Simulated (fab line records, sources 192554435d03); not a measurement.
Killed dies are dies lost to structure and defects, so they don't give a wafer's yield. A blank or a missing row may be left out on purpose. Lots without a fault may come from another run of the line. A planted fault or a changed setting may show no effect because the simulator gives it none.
A struck lot beside a sound one | flow n5_finfet | 18 steps out of a route of 1938
Sound: wafers L962.2, L962.4, L962.5. Struck: wafer L973.2. (L973.3, L973.5 of the same lot were not struck and are left out.) The cause comes at the end.
At each step with rows: each side's tool, then ch and its chambers, then its first start. Under that, the readings that differ: sound wafers | struck wafers | difference of the means | sigmas: that difference in standard deviations of wafers without a fault.
alike: readings whose means differ by less than 2 such deviations, and words and numbers that are the same on both sides. not compared: withheld readings, readings that some wafer has no value for, bounds like >300 that may hide the same value, and numbers for which the record gives no deviation and whose values overlap.
The two part at a step that has a row with sigmas, a row that says differs or no value, or rows on one side only. Numbers that don't overlap but have no deviation are shown without sigmas and don't part them. A reading that every wafer of one side lacks parts them only if that side has two wafers or more.

first, 2 steps without rows for these wafers: N5_BEOL_M2_ANNEAL_82 (time 240 s); N5_BEOL_M2_SPUTTER_86 (material Cu, target thk 4.5 nm, time 8.29 s).
N5_BEOL_M2_ANNEAL_87: time 240 s.
  sound on pvd_sputter-01, day 7 15:46; struck on pvd_sputter-02, day 10 09:07
  alike: heater_power_w
N5_BEOL_M2_SPUTTER_88: material Cu, target thk 4.5 nm, time 8.29 s.
  sound on pvd_sputter-01, day 7 15:54; struck on pvd_sputter-02, day 10 09:15
  reading                | sound          | struck | difference | sigmas
  throttle_valve_pct (%) | 29.0 31.9 30.7 | 28.9   | -1.6       | -2
N5_BEOL_M2_ANNEAL_89: time 240 s.
  sound on pvd_sputter-01, day 7 15:59; struck on pvd_sputter-02, day 10 09:20
  alike: heater_power_w
N5_BEOL_M2_SPUTTER_90: material Cu, target thk 4.5 nm, time 8.29 s.
  sound on pvd_sputter-01, day 7 16:07; struck on pvd_sputter-02, day 10 09:28
  reading                | sound          | struck | difference | sigmas
  throttle_valve_pct (%) | 29.2 31.7 30.4 | 28.8   | -1.6       | -2
then, 6 steps without rows for these wafers: N5_BEOL_M2_ANNEAL_91 (time 240 s); N5_BEOL_M2_SPUTTER_92 (material Cu, target thk 4.5 nm, time 8.29 s); N5_BEOL_M2_ANNEAL_93 (time 240 s); N5_BEOL_M2_SPUTTER_94 (material Cu, target thk 4.5 nm, time 8.29 s); N5_BEOL_M2_ANNEAL_95 (time 240 s); N5_BEOL_M2_SPUTTER_96 (material Cu, target thk 4.5 nm, time 8.29 s).
N5_BEOL_M2_ECD_50: material Cu, target thk 300 nm.
  sound on ecd_cu-02 ch 0, day 7 16:54; struck on ecd_cu-01 ch 1, day 10 10:15
  reading                                | sound             | struck | difference | sigmas
  model.Cu_of_BEOL_M2_ECD_50.thk_nm (nm) | 298.6 294.2 295.6 | 142.4  | -153.7     |
N5_BEOL_M2_ANNEAL_51: time 90 s.
  sound on rtp_anneal-01 ch 0, day 7 17:01; struck on rtp_anneal-02 ch 0, day 10 10:22
  alike: wafer_temp_C_max
N5_BEOL_M2_CMP_52: polishes, stops on SiOC, t overpolish 6.8 s, target thk 40 nm.
  sound on cmp-02 ch 2,3, day 7 17:16; struck on cmp-03 ch 1, day 10 10:38
  reading                              | sound                | struck | difference | sigmas
  clearing_platen_down_force_psi (psi) | 1.5018 1.5012 1.4997 | 1.4907 | -0.0102    | -4
  time_to_endpoint_s (s)               | 64 65 64             | 31     | -33        | -11
  alike: motor_current_A
N5_BEOL_M2_THK_MEAS_53: measures by xrf.
  sound on film_metro-01, day 7 17:34; struck on film_metro-02, day 10 10:56
  alike: M2_THK
N5_BEOL_M4_RC_MEAS_101:
  sound on prober-02 ch 0, day 9 02:28; struck on prober-01 ch 0, day 11 12:13
  reading        | sound                | struck | difference | sigmas
  IOFF_N (nA/um) | 0.160 0.129 0.116    | 0.185  | +0.050     | +2
  IOFF_P (nA/um) | 0.201 0.169 0.159    | 0.249  | +0.073     | +3
  ION_N (uA/um)  | 665 670 660          | 686    | +21        | +2
  VT_N (mV)      | 251.1 255.2 257.5    | 244.7  | -9.9       | -3
  VT_P (mV)      | -252.7 -253.7 -254.8 | -246.1 | +7.6       | +3
  alike: DIBL_N, DIBL_P, ION_P, SS_N, SS_P
-- the record jumps here: 4 days lie between the struck wafers' starts before and after (it left off in module BEOL_M4 and takes up again in module PASSIVATION, whose first step shown is number 1936 of the route) --
N5_PASSIVATION_PROBE_49:
  sound on prober-02, day 13 14:13; struck on prober-01, day 15 21:32
  reading             | sound    | struck | difference | sigmas
  killed_at_front_end | 33 69 51 | 22     | -29        | -3
  alike: defect_limited_yield, killed_at_M0_to_M3, killed_at_M4_up, killed_at_contacts, killed_at_other, killed_dies, killed_open, killed_short, sort_bin_5_function, sort_bin_6_memory, sort_n_pass, sort_yield_pct

WHERE THEY PART
First at N5_BEOL_M2_SPUTTER_88; last, within this record, at N5_PASSIVATION_PROBE_49.

WHY: what the simulator had put in
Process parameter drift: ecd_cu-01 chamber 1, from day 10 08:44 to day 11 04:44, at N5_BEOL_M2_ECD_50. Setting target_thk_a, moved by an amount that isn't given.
